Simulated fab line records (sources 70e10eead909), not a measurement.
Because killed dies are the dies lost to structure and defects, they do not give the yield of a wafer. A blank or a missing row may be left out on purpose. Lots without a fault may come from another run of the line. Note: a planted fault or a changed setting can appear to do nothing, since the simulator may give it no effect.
fab line records -- flow nand-harc
record: lots: 14, wafers: 39, last-day: 24
route steps=1159 shown A_CHANNEL_HOLE_D1@479 A_CHANNEL_FILL_D1@492
lots untouched by any fault: they come from a run of this same line in which no faults occurred
start-h: hours from the record's first day to the start of the lot's first wafer shown -- wait-h: how many hours have passed since the lot's step before this one -- " as in the row above -- L1.1+2: a row that stands for several wafers -- - either no value or no given start -- * or withheld: withheld -- < > ~ a bound
route shown NAME@n: names a module that has steps shown in the file, with the first one's number in the route -- usual: mean and standard deviation over wafers with no fault -- same: alike in all rows -- chamber/n: place in a boat -- sites: the reading at each site -- _std_site: standard deviation across them -- _edge_site: the outer-site mean with the inner-site mean subtracted -- radius-mm: for every site, how far away it sits from the centre of the wafer -- mask NAME#n: copy n -- behind: the tool/chamber that last shaped the wafer -- hold: reason for holding the lot/hours on hold/outcome of the hold -- device: which transistor (n, p or np) failed to switch -- end of line: at the end of the route, the tests of the same wafers -- a step with no rows: only its recipe -- killed: dies lost to structure and defects at the first sort, not the wafer's yield -- map: per-die view of a wafer (x killed, . not killed, _ where there is no die)
set.NAME: setting as actually run; set.NAME@STEP: the setting as run at that earlier step -- model.NAME: the simulator's own value behind a step, which no gauge read
steps of the route over a sample of lots; a table a step, a row a wafer
services: the hour from which a tool's chamber was out of use, counted from the record's first day as start-h (under 0 if before that day), plus the number of hours and why
== steps ==
step: NHARC_A_CHANNEL_HOLE_D1_ETCH_33
recipe: bias-v: 400, source-w: 2000, pressure-mtorr: 25, time-s: 90, ar-flow-sccm: 375, c4f8-flow-sccm: 41.7, o2-flow-sccm: 83.3, temp-c: -20, target-depth-a: 4000, chemistry: C4F8/O2/Ar
usual: chamber-pressure-mTorr: 24.999/0.026, drypump-motor-current-A: 5.6/0.45, mfc-ar-sccm: 375.0/1.1, showerhead-plenum-p-Torr: 3.68/0.14, throttle-valve-pct: 27.619/0.0087
lot.wafer,tool,chamber,start-h,wait-h,chamber-pressure-mTorr,drypump-motor-current-A,mfc-ar-sccm,rf-hours-counter-h,showerhead-plenum-p-Torr,throttle-valve-pct
L944.1,har-etch-02,0,185.61,0.2,25.049,6.2,376.6,106,3.59,27.612
L944.4,har-etch-02,1,185.61,0.2,24.992,5.0,375.5,-,3.92,27.591
L944.6,har-etch-02,0,185.61,0.2,25.003,6.2,376.7,-,3.59,27.609
L943.2,har-etch-01,0,186.60,0.2,24.996,5.6,375.4,190,3.65,27.623
L943.1,har-etch-01,1,186.60,0.2,25.053,5.5,374.8,190,3.61,27.633
L943.4,har-etch-01,0,186.60,0.2,25.019,5.6,373.5,-,3.65,27.638
L946.4,har-etch-02,1,194.60,0.2,24.974,5.0,373.9,-,3.92,27.619
L946.5,har-etch-02,0,194.60,0.2,25.036,6.2,374.2,-,3.58,27.630
L946.6,har-etch-02,1,194.60,0.2,24.933,5.0,374.2,-,3.92,27.623
L947.2,har-etch-01,1,197.74,0.2,25.038,5.5,374.2,195,3.61,27.617
L947.4,har-etch-01,0,197.74,0.2,25.025,5.6,374.4,-,3.65,27.627
L947.6,har-etch-01,1,197.74,0.2,25.026,5.4,374.4,-,3.61,27.631
L945.1,har-etch-02,0,201.20,0.2,24.975,6.2,374.8,117,3.58,27.608
L945.4,har-etch-02,1,201.20,0.2,24.992,5.0,374.7,-,3.91,27.623
L945.6,har-etch-02,0,201.20,0.2,25.012,6.2,375.3,-,3.58,27.604
L948.3,har-etch-02,1,205.45,0.2,24.984,5.0,375.5,-,3.91,27.620
L948.4,har-etch-02,0,205.45,0.2,25.039,6.2,375.8,-,3.58,27.626
L948.5,har-etch-02,0,205.45,0.2,25.001,6.2,378.4,-,3.58,27.615
L951.1,har-etch-02,0,225.26,0.2,24.993,6.2,373.2,130,3.57,27.629
L951.5,har-etch-02,1,225.26,0.2,24.976,5.0,374.8,-,3.90,27.618
L951.6,har-etch-02,0,225.26,0.2,24.999,6.2,375.0,-,3.57,27.617
L953.1,har-etch-01,0,242.86,0.2,24.994,5.6,377.3,214,3.64,27.623
L953.3,har-etch-01,1,242.86,0.2,25.027,5.4,373.5,-,3.60,27.619
L956.2,har-etch-01,1,255.40,0.2,25.005,5.5,373.7,218,3.59,27.614
L956.6,har-etch-01,0,255.40,0.2,24.982,5.6,374.9,-,3.64,27.644
L959.2,har-etch-01,1,277.67,0.2,24.999,5.5,375.3,225,3.59,27.615
L959.1,har-etch-01,0,277.67,0.2,25.006,5.6,374.9,225,3.63,27.626
L962.3,har-etch-01,1,286.93,0.2,24.978,5.5,377.1,-,3.59,27.610
L962.5,har-etch-01,0,286.93,0.2,25.013,5.6,375.4,-,3.63,27.608
L962.6,har-etch-01,1,286.93,0.2,25.002,5.5,377.1,-,3.59,27.623
L961.3,har-etch-01,1,291.07,0.2,25.013,5.5,374.8,-,3.58,27.625
L961.4,har-etch-01,0,291.07,0.2,25.023,5.6,373.1,-,3.63,27.616
L961.6,har-etch-01,0,291.07,0.2,25.003,5.6,373.4,-,3.63,27.623
L965.4,har-etch-02,0,307.83,0.2,24.955,6.2,374.3,-,3.55,27.625
L965.3,har-etch-02,1,307.83,0.2,25.007,5.1,376.2,-,3.88,27.618
L965.5,har-etch-02,1,307.83,0.2,24.991,5.1,375.3,-,3.88,27.627
L966.3,har-etch-02,0,321.30,0.2,25.013,6.2,375.3,-,3.55,27.624
L966.6,har-etch-02,0,321.30,0.2,25.036,6.2,374.0,-,3.55,27.615
L966.5,har-etch-02,1,321.30,0.2,25.002,5.0,375.5,-,3.88,27.633
step: NHARC_A_CHANNEL_HOLE_D1_CD_MEAS_30
usual: cd-nm: 89.6/1.2
lot.wafer,tool,chamber,start-h,wait-h,cd-nm
L944.1,cd-sem-01,-,187.12,-,91.0
L944.4,cd-sem-01,-,187.12,-,89.8
L944.6,cd-sem-01,-,187.12,-,87.3
L943.1,cd-sem-01,-,188.15,-,90.1
L943.2,cd-sem-01,-,188.15,-,91.7
L943.4,cd-sem-01,-,188.15,-,91.1
L946.4,cd-sem-01,-,196.06,-,89.0
L946.5,cd-sem-01,-,196.06,-,87.2
L946.6,cd-sem-01,-,196.06,-,88.8
L947.2,cd-sem-02,-,199.29,-,90.5
L947.4,cd-sem-02,-,199.29,-,88.9
L947.6,cd-sem-02,-,199.29,-,90.6
L945.1,cd-sem-03,-,202.72,-,89.9
L945.4,cd-sem-03,-,202.72,-,90.7
L945.6,cd-sem-03,-,202.72,-,89.1
L948.3,cd-sem-01,-,207.09,-,88.6
L948.4,cd-sem-01,-,207.09,-,88.2
L948.5,cd-sem-01,-,207.09,-,89.3
L951.1,cd-sem-01,-,226.77,-,91.2
L951.5,cd-sem-01,-,226.77,-,90.6
L951.6,cd-sem-01,-,226.77,-,90.4
L953.1,cd-sem-02,-,244.37,-,88.4
L953.3,cd-sem-02,-,244.37,-,90.4
L956.2,cd-sem-03,-,256.92,-,91.4
L956.6,cd-sem-03,-,256.92,-,90.1
L959.1,cd-sem-01,-,279.21,-,90.0
L959.2,cd-sem-01,-,279.21,-,91.1
L962.3,cd-sem-03,-,288.38,-,89.6
L962.5,cd-sem-03,-,288.38,-,88.5
L962.6,cd-sem-03,-,288.38,-,91.4
L961.3,cd-sem-02,-,292.56,-,88.5
L961.4,cd-sem-02,-,292.56,-,88.9
L961.6,cd-sem-02,-,292.56,-,90.5
L965.3,cd-sem-01,-,309.36,-,92.0
L965.4,cd-sem-01,-,309.36,-,89.3
L965.5,cd-sem-01,-,309.36,-,90.7
L966.3,cd-sem-01,-,323.58,-,90.8
L966.5,cd-sem-01,-,323.58,-,90.7
L966.6,cd-sem-01,-,323.58,-,88.4
step: NHARC_A_CHANNEL_HOLE_D1_INSPECT_40
usual: raw-defect-count: 57/16
lot.wafer,tool,chamber,start-h,wait-h,raw-defect-count
L944.1,defect-inspect-02,-,187.32,-,75
L944.4,defect-inspect-02,-,187.32,-,50
L944.6,defect-inspect-02,-,187.32,-,46
L943.1,defect-inspect-02,-,188.34,-,40
L943.2,defect-inspect-02,-,188.34,-,68
L943.4,defect-inspect-02,-,188.34,-,42
L946.4,defect-inspect-02,-,196.24,-,54
L946.5,defect-inspect-02,-,196.24,-,48
L946.6,defect-inspect-02,-,196.24,-,43
L947.2,defect-inspect-01,-,199.48,-,66
L947.4,defect-inspect-01,-,199.48,-,83
L947.6,defect-inspect-01,-,199.48,-,74
L945.1,defect-inspect-02,-,202.91,-,54
L945.4,defect-inspect-02,-,202.91,-,23
L945.6,defect-inspect-02,-,202.91,-,21
L948.3,defect-inspect-01,-,207.29,-,33
L948.4,defect-inspect-01,-,207.29,-,50
L948.5,defect-inspect-01,-,207.29,-,56
L951.1,defect-inspect-01,-,226.96,-,35
L951.5,defect-inspect-01,-,226.96,-,44
L951.6,defect-inspect-01,-,226.96,-,48
L953.1,defect-inspect-02,-,244.55,-,55
L953.3,defect-inspect-02,-,244.55,-,78
L956.2,defect-inspect-01,-,257.10,-,43
L956.6,defect-inspect-01,-,257.10,-,44
L959.1,defect-inspect-02,-,279.40,-,88
L959.2,defect-inspect-02,-,279.40,-,61
L962.3,defect-inspect-02,-,288.57,-,78
L962.5,defect-inspect-02,-,288.57,-,93
L962.6,defect-inspect-02,-,288.57,-,65
L961.3,defect-inspect-01,-,292.76,-,89
L961.4,defect-inspect-01,-,292.76,-,59
L961.6,defect-inspect-01,-,292.76,-,76
L965.3,defect-inspect-01,-,309.54,-,60
L965.4,defect-inspect-01,-,309.54,-,71
L965.5,defect-inspect-01,-,309.54,-,64
L966.3,defect-inspect-01,-,323.76,-,44
L966.5,defect-inspect-01,-,323.76,-,56
L966.6,defect-inspect-01,-,323.76,-,48
step: NHARC_A_CHANNEL_FILL_D1_ALD_02
recipe: target-thk-a: 60, pulse-time-s: 10, ald-cycles: 60, temp-c: 300, material: SiO2
usual: ald-cycles: 60/0, heater-power-w: 477/55, precursor-pulse-height-rel: 1.000/0.019
lot.wafer,tool,chamber,start-h,wait-h,ald-cycles,heater-power-w,precursor-pulse-height-rel
L944.4,ald-hk-01,0,192.59,-,60,378,0.993
L944.1,ald-hk-01,1,192.59,-,60,516,1.026
L944.6,ald-hk-01,1,192.59,-,60,513,0.982
L943.2,ald-hk-01,0,193.02,-,60,369,0.973
L943.1,ald-hk-01,2,193.02,-,60,439,1.004
L943.4,ald-hk-01,3,193.02,-,60,567,1.029
L946.4,ald-hk-04,1,196.51,-,60,471,0.990
L946.6,ald-hk-04,0,196.51,-,60,484,0.985
L946.5,ald-hk-04,1,196.51,-,60,488,0.976
L947.4,ald-hk-01,3,200.40,-,60,560,0.993
L947.2,ald-hk-01,0,200.40,-,60,366,0.981
L947.6,ald-hk-01,3,200.40,-,60,568,0.969
L945.4,ald-hk-04,2,203.18,-,60,472,1.013
L945.1,ald-hk-04,3,203.18,-,60,467,0.986
L945.6,ald-hk-04,1,203.18,-,60,474,1.022
L948.3,ald-hk-01,1,207.56,-,60,522,1.006
L948.4,ald-hk-01,3,207.56,-,60,576,0.989
L948.5,ald-hk-01,0,207.56,-,60,382,1.008
L951.1,ald-hk-01,3,227.29,-,60,554,0.989
L951.5,ald-hk-01,1,227.29,-,60,527,0.992
L951.6,ald-hk-01,2,227.29,-,60,439,1.021
L953.1,ald-hk-04,2,246.66,-,68,476,0.987
L953.3,ald-hk-04,3,246.66,-,60,467,1.005
L956.2,ald-hk-04,2,257.62,-,60,476,1.010
L956.6,ald-hk-04,0,257.62,-,68,494,0.976
L959.1,ald-hk-04,3,279.59,-,68,477,1.011
L959.2,ald-hk-04,1,279.59,-,60,478,0.969
L962.3,ald-hk-01,3,289.23,-,60,572,1.003
L962.6,ald-hk-01,0,289.23,-,60,389,1.060
L962.5,ald-hk-01,1,289.23,-,60,517,0.989
L961.4,ald-hk-01,2,292.97,-,60,451,1.033
L961.3,ald-hk-01,3,292.97,-,60,582,1.001
L961.6,ald-hk-01,3,292.97,-,60,557,1.004
L965.3,ald-hk-02,0,309.73,-,60,577,0.982
L965.4,ald-hk-02,1,309.73,-,60,399,0.982
L965.5,ald-hk-02,1,309.73,-,60,392,1.028
L966.3,ald-hk-01,0,325.71,-,60,371,0.998
L966.5,ald-hk-01,0,325.71,-,60,390,1.023
L966.6,ald-hk-01,1,325.71,-,60,527,1.012
== services ==
tool,chamber,start-h,hours,kind
ald-hk-04,-,186.16,10.0,pm
ald-hk-04,0,186.16,10.0,vent-cycle
ald-hk-04,1,186.16,10.0,vent-cycle
ald-hk-04,2,186.16,10.0,vent-cycle
ald-hk-04,3,186.16,10.0,vent-cycle
ald-hk-04,0,196.16,-,clean
ald-hk-04,1,196.16,-,clean
ald-hk-04,2,196.16,-,clean
ald-hk-01,-,233.53,10.0,pm
ald-hk-01,0,233.53,10.0,vent-cycle
ald-hk-01,1,233.53,10.0,vent-cycle
ald-hk-01,2,233.53,10.0,vent-cycle
ald-hk-01,3,233.53,10.0,vent-cycle
ald-hk-01,0,243.53,-,clean
ald-hk-01,1,243.53,-,clean
ald-hk-01,2,243.53,-,clean
ald-hk-01,3,243.53,-,clean
har-etch-01,-,305.00,17.0,pm
har-etch-01,0,305.00,17.0,vent-cycle
har-etch-01,1,305.00,17.0,vent-cycle
har-etch-01,0,322.00,-,clean
har-etch-01,0,322.00,-,consumable-replace:focus-ring
har-etch-01,1,322.00,-,clean
har-etch-01,1,322.00,-,consumable-replace:focus-ring
== key ==
first-sign: step: NHARC_A_CHANNEL_FILL_D1_ALD_02, reading: ald-cycles, direction: up, sigmas: 99+, usual: 60, struck: 68
effect none on later readings
met-at NHARC_A_CHANNEL_FILL_D1_ALD_02
struck-lots L953,L956,L959
struck-wafers L953.1,L956.6,L959.1
tester-left-out L953,L956,L959
not-acting-at NHARC_A_CHANNEL_HOLE_D1_ETCH_33,NHARC_A_CHANNEL_HOLE_D1_CD_MEAS_30,NHARC_A_CHANNEL_HOLE_D1_INSPECT_40
onset-between 203.18 246.66
fault: kind: process-parameter-drift, tool: ald-hk-04, chamber: -, onset-h: 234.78, steps: NHARC_A_CHANNEL_FILL_D1_ALD_02, channel: ald-cycles, offset: 8, shape: step, end-h: 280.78, scope: struck-wafers-only, acts-in: these-recipes-only, stated: 60
tester-left-out: of these lots the tester's yield and bins aren't shown, on N5 and GAA mostly nor the transistor test; their killed dies are dies lost to structure and defects alone, not to doping, threshold or leakage, so they don't give the yield
